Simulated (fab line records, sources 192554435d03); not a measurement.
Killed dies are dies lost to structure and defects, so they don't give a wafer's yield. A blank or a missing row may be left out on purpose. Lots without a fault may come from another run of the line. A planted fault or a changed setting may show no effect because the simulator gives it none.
Which tool did it? | flow n5_finfet | 10 lots, 30 wafers sampled, at 2 steps of a route of 1938

WHAT THE GAUGES READ, wafer by wafer
N5_BEOL_M4_RC_MEAS_101. Usual: DIBL_N 36.2 mV/V, standard deviation 1.6; DIBL_P 36.1 mV/V, standard deviation 2; IOFF_N 0.16 nA/um, standard deviation 0.032; IOFF_P 0.22 nA/um, standard deviation 0.036; ION_N 672 uA/um, standard deviation 11; ION_P 463 uA/um, standard deviation 7.5; SS_N 71.4 mV/dec, standard deviation 0.58; SS_P 73.2 mV/dec, standard deviation 0.67; VT_N 250 mV, standard deviation 3.3; VT_P -250 mV, standard deviation 3.3.
lot  | measured     | on        | DIBL_N (mV/V)  | DIBL_P (mV/V)  | IOFF_N (nA/um) | IOFF_P (nA/um) | ION_N (uA/um) | ION_P (uA/um) | SS_N (mV/dec)  | SS_P (mV/dec)  | VT_N (mV)   | VT_P (mV)      | flag
L327 | day 8 11:39  | prober-02 | 35.8 35.9 38.0 | 36.9 35.7 39.7 | 0.15 0.15 0.19 | 0.22 0.19 0.27 | 678 664 675   | 470 457 469   | 71.6 71.4 72.2 | 73.6 72.8 74.3 | 248 249 249 | -250 -252 -249 |
L328 | day 8 13:38  | prober-02 | 36.3 37.3 37.1 | 35.6 37.0 36.1 | 0.16 0.18 0.16 | 0.23 0.25 0.22 | 683 680 680   | 474 465 472   | 71.8 71.7 71.6 | 73.3 73.5 73.8 | 247 247 248 | -250 -246 -250 |
L329 | day 9 05:44  | prober-01 | 38.3 35.9 36.2 | 35.2 32.5 33.4 | 0.17 0.13 0.13 | 0.21 0.18 0.19 | 679 662 671   | 465 458 460   | 71.6 71.3 71.5 | 73.2 71.8 72.3 | 248 248 251 | -249 -251 -250 |
L340 | day 12 06:14 | prober-02 | 35.3 41.1 36.6 | 35.2 40.7 37.4 | 0.15 0.29 0.17 | 0.20 0.29 0.23 | 676 699 674   | 465 466 466   | 71.4 73.2 71.1 | 73.8 74.8 73.8 | 248 240 247 | -251 -247 -247 |
L341 | day 12 12:28 | prober-02 | 34.2 33.3 36.3 | 33.8 32.6 36.6 | 0.13 0.13 0.17 | 0.18 0.17 0.23 | 647 657 665   | 455 459 457   | 70.6 70.6 72.2 | 72.7 72.4 73.4 | 253 251 248 | -253 -251 -250 |
L339 | day 12 14:43 | prober-01 | 34.1 35.1 34.9 | 34.8 36.3 35.6 | 0.13 0.14 0.13 | 0.16 0.18 0.17 | 669 668 656   | 455 459 444   | 71.1 70.8 70.9 | 72.4 72.5 73.1 | 252 252 254 | -256 -256 -255 |
L346 | day 13 06:59 | prober-02 | 33.0 38.4 35.4 | 30.8 38.8 34.2 | 0.11 0.20 0.13 | 0.15 0.27 0.19 | 649 676 670   | 449 463 463   | 71.1 71.9 71.2 | 72.6 74.0 72.6 | 257 248 251 | -254 -244 -249 |
L344 | day 14 05:20 | prober-02 | 35.7 35.1 36.1 | 34.4 34.1 35.5 | 0.15 0.15 0.16 | 0.18 0.17 0.19 | 675 665 679   | 458 449 455   | 71.3 71.9 71.9 | 73.4 73.3 73.0 | 250 252 249 | -255 -251 -251 |
L347 | day 14 11:01 | prober-02 | 33.9 35.4 34.7 | 34.4 37.0 36.1 | 0.12 0.14 0.13 | 0.17 0.20 0.19 | 661 679 669   | 464 466 466   | 70.6 70.3 70.5 | 71.7 72.9 72.2 | 254 253 254 | -253 -249 -252 |
L348 | day 15 03:51 | prober-02 | 38.7 36.5 34.7 | 39.5 37.2 35.7 | 0.20 0.16 0.13 | 0.25 0.22 0.20 | 694 679 661   | 469 470 465   | 72.4 72.2 71.4 | 73.6 73.4 72.2 | 244 250 252 | -246 -247 -252 |

N5_BEOL_M15_CD_MEAS_10: target cd 360 nm. Usual: cd_nm 361.1 nm, standard deviation 1.9.
lot  | measured     | on        | cd_nm (nm)        | flag
L327 | day 11 23:16 | cd_sem-03 | 364.0 362.9 361.5 |
L328 | day 12 04:42 | cd_sem-01 | 360.1 362.9 362.1 |
L329 | day 12 23:09 | cd_sem-03 | 362.3 362.1 359.3 |
L340 | day 15 13:02 | cd_sem-02 | 359.1 359.7 362.2 |
L341 | day 15 18:40 | cd_sem-03 | 362.3 363.6 362.1 |
L339 | day 16 13:00 | cd_sem-01 | 357.7 358.3 359.9 |
L346 | day 16 15:32 | cd_sem-03 | 362.1 362.0 361.2 |
L344 | day 17 13:36 | cd_sem-02 | 360.4 360.1 359.2 |
L347 | day 17 21:29 | cd_sem-02 | 361.5 358.2 359.5 |
L348 | day 18 11:42 | cd_sem-02 | 363.5 360.0 361.8 |

WHICH TOOL RAN EACH LOT (tool, then ch and the chambers of the sampled wafers, then the start)
The record holds no process step before these readings.

WHAT THE TOOLS THEMSELVES READ (means of the sampled wafers that have a number; where no wafer has one, the mark that the record gives instead)
The record holds no such reading with a usual standard deviation.

THE ANSWER, worked out from the rows above alone
Rule: a lot is off if the mean of its wafers that have a number lies more than 3 standard deviations from the usual mean. A lot without any number at a reading at which 4 lots or more have one is off too. The other lots that the step has rows for count as sound. The gauges are gone through in route order, then the tools' own readings, and for those a lot's mean is taken as printed above. The first step at which some lot is off is used, and at that step the reading that is off furthest; a lot without a number counts as furthest.
No lot is off at any reading shown: from this, nothing can be told.

WHAT THE SIMULATOR HAD PUT IN
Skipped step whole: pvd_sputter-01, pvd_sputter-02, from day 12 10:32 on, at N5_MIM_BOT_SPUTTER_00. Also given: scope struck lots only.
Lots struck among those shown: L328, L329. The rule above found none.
